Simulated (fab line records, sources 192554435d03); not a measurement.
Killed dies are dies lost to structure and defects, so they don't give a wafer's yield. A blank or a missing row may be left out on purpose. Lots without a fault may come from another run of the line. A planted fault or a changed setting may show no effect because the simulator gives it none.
Split-lot experiment | flow n5_finfet | 7 lots, 21 wafers read, on a route of 1938 steps

THE SPLIT
At N5_BEOL_M7_EXPOSE_08 (exposes mask M7), the setting dose_mj was moved away from the recipe's 68.25 on 4 of the 21 wafers read, by -6.3% to +2.1%. The other wafers ran this setting at the recipe's value.

FROM THE SPLIT TO THE READING: what the file shows between them, 15 steps
- N5_BEOL_M7_PEB_09: peb time 60 s
- N5_BEOL_M7_DEVELOP_10: develop time 30 s
- N5_BEOL_M7_CD_MEAS_11: target cd 38.5 nm
- N5_BEOL_M7_DESCUM_16: chemistry O2, time 7.9 s
- N5_BEOL_M7_ETCH_61: etches SiARC in CF4, target depth 45.5 nm, time 75.8 s
- N5_BEOL_M7_ETCH_62: etches SOC in N2/H2, target depth 110 nm, overetch 22 nm, time 165 s
- N5_BEOL_M7_STRIP_68: strips in N2/H2
- N5_BEOL_M7_STRIP_67: strips in CF4
- N5_BEOL_M7_HM_OPEN_17: chemistry Cl2/BCl3, target TiN, target depth 20 nm, overetch 6 nm
- N5_BEOL_M7_STRIP_19: strips in O2
- N5_BEOL_M7_CD_MEAS_18: pitch 80 nm, target cd 40 nm
- N5_BEOL_M7_COAT_63: time 60 s, resist thk 60 nm
- N5_BEOL_M7_COAT_64: time 60 s, resist thk 12 nm
- N5_BEOL_M7_PRECLEAN_42: cleans in residue remover, time 60 s
- N5_BEOL_M7_SRD_43: time 30 s

THE READING
cd_nm, in nm, at N5_BEOL_M7_CD_MEAS_35 (target cd 40 nm). Fault-free wafers of this fab line usually give 40.2 nm, standard deviation 0.66 nm.

wafer  | tool, chamber at the split | dose_mj as run | against the recipe | cd_nm, nm | against lot-mates on the recipe
L080.1 | arfi_scanner-03, 0         | 68.25          | recipe             | 40.0      | -
L080.2 | arfi_scanner-03, 0         | 68.25          | recipe             | 40.7      | -
L080.5 | arfi_scanner-03, 0         | 68.25          | recipe             | 40.4      | -
L081.3 | arfi_scanner-02, 0         | 68.25          | recipe             | 40.1      | -
L081.4 | arfi_scanner-02, 0         | 68.25          | recipe             | 39.8      | -
L081.6 | arfi_scanner-02, 0         | 68.25          | recipe             | 39.8      | -
L084.1 | arfi_scanner-02, 0         | 63.95          | -6.3%              | 37.3      | -3.6
L084.4 | arfi_scanner-02, 0         | 68.25          | recipe             | 40.9      | -
L084.5 | arfi_scanner-02, 0         | 63.95          | -6.3%              | 37.1      | -3.8
L088.1 | arfi_scanner-01, 0         | 68.25          | recipe             | 41.9      | -
L088.2 | arfi_scanner-01, 0         | 68.25          | recipe             | 41.6      | -
L088.3 | arfi_scanner-01, 0         | 68.25          | recipe             | 40.0      | -
L091.1 | arfi_scanner-02, 0         | 68.25          | recipe             | 40.4      | -
L091.5 | arfi_scanner-02, 0         | 68.25          | recipe             | 40.1      | -
L091.6 | arfi_scanner-02, 0         | 69.65          | +2.1%              | 41.9      | +1.6
L093.1 | arfi_scanner-01, 0         | 68.25          | recipe             | 39.9      | -
L093.2 | arfi_scanner-01, 0         | 68.25          | recipe             | 40.2      | -
L093.5 | arfi_scanner-01, 0         | 68.25          | recipe             | 40.5      | -
L095.3 | arfi_scanner-02, 0         | 63.95          | -6.3%              | 37.1      | -2.7
L095.4 | arfi_scanner-02, 0         | 68.25          | recipe             | 39.8      | -
L095.6 | arfi_scanner-02, 0         | 68.25          | recipe             | 39.8      | -

THE FIT
A straight line over all 21 wafers: cd_nm changes by +0.518 nm for each +1% of dose_mj; r = +0.91; the points scatter about the line by 0.58 nm.
The same after taking each lot's own level away (the mean of its wafers on the recipe; 21 wafers): +0.549 nm for each +1%; r = +0.95; scatter 0.43 nm.
On that fit, the largest move of dose_mj shifts the reading by 3.5 nm.
The lots' own levels span 39.80 to 41.17 nm, that is 2.1 times the standard deviation above.
So the lot-to-lot level changes the slope little: the two slopes agree.
Check: with one of the wafers moved furthest among these (-6.3%) left out of the fit, the line predicts -3.33 nm for it against its lot-mates. It came out at -3.6 nm against them.

THE WHOLE CHAIN: every reading that the file lists as answering this split, in the file's order
step                  | what it does                                                         | reading                                                               | change (the file's fit)               | r (the file's)
N5_BEOL_M7_CD_MEAS_11 | target cd 38.5 nm                                                    | cd_nm                                                                 | +0.463 nm for each +1% of the setting | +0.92
N5_BEOL_M7_ETCH_61    | etches SiARC in CF4, target depth 45.5 nm, time 75.8 s               | BEOL_M7.cd_offset_nm (the simulator's own value, which no gauge read) | +0.491 nm for each +1% of the setting | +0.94
N5_BEOL_M7_ETCH_62    | etches SOC in N2/H2, target depth 110 nm, overetch 22 nm, time 165 s | BEOL_M7.cd_offset_nm (the simulator's own value, which no gauge read) | +0.514 nm for each +1% of the setting | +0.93
N5_BEOL_M7_HM_OPEN_17 | chemistry Cl2/BCl3, target TiN, target depth 20 nm, overetch 6 nm    | BEOL_M7.cd_offset_nm (the simulator's own value, which no gauge read) | +0.532 nm for each +1% of the setting | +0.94
N5_BEOL_M7_CD_MEAS_18 | pitch 80 nm, target cd 40 nm                                         | cd_nm                                                                 | +0.476 nm for each +1% of the setting | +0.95
N5_BEOL_M7_CD_MEAS_35 | target cd 40 nm                                                      | cd_nm                                                                 | +0.529 nm for each +1% of the setting | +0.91

THE FILE'S OWN FIT
cd_nm changes by +0.529 nm for each +1% of dose_mj, r = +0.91.
